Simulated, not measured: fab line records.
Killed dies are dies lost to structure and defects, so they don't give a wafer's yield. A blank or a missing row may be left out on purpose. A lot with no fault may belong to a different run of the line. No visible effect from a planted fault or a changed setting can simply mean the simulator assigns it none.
Split-lot study	flow n5Finfet	7 lots, 21 wafers read, on a route of 1938 steps

== THE SPLIT ==
At N5_BEOL_M4_EXPOSE_08 (exposes mask M4), the setting doseMj was moved away from the recipe's 41.25 on 4 of the 21 wafers read, by -6.6% to +7.1%. The other wafers ran this setting at the recipe's value.

== FROM THE SPLIT TO THE READING: what the file shows between them, 16 steps ==
- N5_BEOL_M4_PEB_09: peb time 60 s
- N5_BEOL_M4_DEVELOP_10: develop time 30 s
- N5_BEOL_M4_CD_MEAS_11: target cd 16.79 nm
- N5_BEOL_M4_DESCUM_16: chemistry O2, time 7 s
- N5_BEOL_M4_ETCH_74: etches underlayer in N2/H2, target depth 6.5 nm, time 5.2 s
- N5_BEOL_M4_ETCH_63: etches SiARC in CF4, target depth 15.6 nm, time 26 s
- N5_BEOL_M4_ETCH_64: etches SOC in N2/H2, target depth 75 nm, overetch 22.5 nm, time 121.9 s
- N5_BEOL_M4_STRIP_65: strips in N2/H2
- N5_BEOL_M4_STRIP_75: strips in N2/H2
- N5_BEOL_M4_HM_OPEN_17: chemistry Cl2/BCl3, target TiN, target depth 20 nm, overetch 6 nm
- N5_BEOL_M4_STRIP_19: strips in O2
- N5_BEOL_M4_CD_MEAS_18: pitch 36 nm, target cd 18 nm
- N5_BEOL_M4_COAT_67: time 60 s, resist thk 60 nm
- N5_BEOL_M4_COAT_68: time 60 s, resist thk 12 nm
- N5_BEOL_M4_PRECLEAN_42: cleans in residue remover, time 60 s
- N5_BEOL_M4_SRD_43: time 30 s

== THE READING ==
cdNm, in nm, at N5_BEOL_M4_CD_MEAS_35 (target cd 18 nm, target cd y 22.4 nm). Fault-free wafers of this fab line usually give 18.0 nm, standard deviation 0.34 nm.

wafer	tool, chamber at the split	doseMj as run	against the recipe	cdNm, nm	against lot-mates on the recipe
L076.2	euvScanner-02, 0	38.52	-6.6%	16.2	-2.0
L076.3	euvScanner-02, 0	41.25	recipe	18.2	-
L076.4	euvScanner-02, 0	38.52	-6.6%	16.8	-1.4
L078.1	euvScanner-02, 0	41.25	recipe	17.6	-
L078.4	euvScanner-02, 0	41.25	recipe	17.9	-
L078.6	euvScanner-02, 0	41.25	recipe	18.1	-
L079.1	euvScanner-02, 0	41.25	recipe	18.4	-
L079.2	euvScanner-02, 0	41.25	recipe	18.0	-
L079.4	euvScanner-02, 0	41.25	recipe	17.9	-
L084.1	euvScanner-02, 0	41.25	recipe	17.5	-
L084.3	euvScanner-02, 0	41.25	recipe	17.7	-
L084.6	euvScanner-02, 0	42.22	+2.4%	18.4	+0.8
L087.1	euvScanner-02, 0	41.25	recipe	18.1	-
L087.4	euvScanner-02, 0	44.16	+7.1%	19.4	+1.1
L087.5	euvScanner-02, 0	41.25	recipe	18.4	-
L088.1	euvScanner-01, 0	41.25	recipe	18.1	-
L088.5	euvScanner-01, 0	41.25	recipe	18.4	-
L088.6	euvScanner-01, 0	41.25	recipe	18.2	-
L090.3	euvScanner-02, 0	41.25	recipe	18.3	-
L090.5	euvScanner-02, 0	41.25	recipe	18.3	-
L090.6	euvScanner-02, 0	41.25	recipe	17.8	-

FIT RESULTS
A straight line over all 21 wafers: cdNm changes by +0.215 nm for each +1% of doseMj; r = +0.90; the points scatter about the line by 0.28 nm.
The same after taking each lot's own level away (the mean of its wafers on the recipe; 21 wafers): +0.227 nm for each +1%; r = +0.93; scatter 0.24 nm.
According to that fit, moving doseMj by its largest amount changes the reading by 1.6 nm.
Measured against the standard deviation above, the lots' own levels, which go from 17.60 to 18.25 nm, span 1.9 times it.
Hence the lot-to-lot level has little effect on the slope; both slopes agree.
Check: for one of the wafers moved furthest among these (+7.1%), held out of the fit, the line's prediction against its lot-mates is +1.87 nm. It came out at +1.15 nm against them.

== THE WHOLE CHAIN: every reading that the file lists as answering this split, in the file's order ==
step	what it does	reading	change (the file's fit)	r (the file's)
N5_BEOL_M4_CD_MEAS_11	target cd 16.79 nm	cdNm	+0.203 nm for each +1% of the setting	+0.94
N5_BEOL_M4_ETCH_74	etches underlayer in N2/H2, target depth 6.5 nm, time 5.2 s	BEOL_M4.cdOffsetNm (the simulator's own value, which no gauge read)	+0.207 nm for each +1% of the setting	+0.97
N5_BEOL_M4_ETCH_63	etches SiARC in CF4, target depth 15.6 nm, time 26 s	BEOL_M4.cdOffsetNm (the simulator's own value, which no gauge read)	+0.226 nm for each +1% of the setting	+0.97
N5_BEOL_M4_ETCH_64	etches SOC in N2/H2, target depth 75 nm, overetch 22.5 nm, time 121.9 s	BEOL_M4.cdOffsetNm (the simulator's own value, which no gauge read)	+0.202 nm for each +1% of the setting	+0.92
N5_BEOL_M4_CD_MEAS_18	pitch 36 nm, target cd 18 nm	cdNm	+0.197 nm for each +1% of the setting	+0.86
N5_BEOL_M4_CD_MEAS_35	target cd 18 nm, target cd y 22.4 nm	cdNm	+0.215 nm for each +1% of the setting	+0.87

== THE FILE'S OWN FIT ==
cdNm changes by +0.215 nm for each +1% of doseMj, r = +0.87.
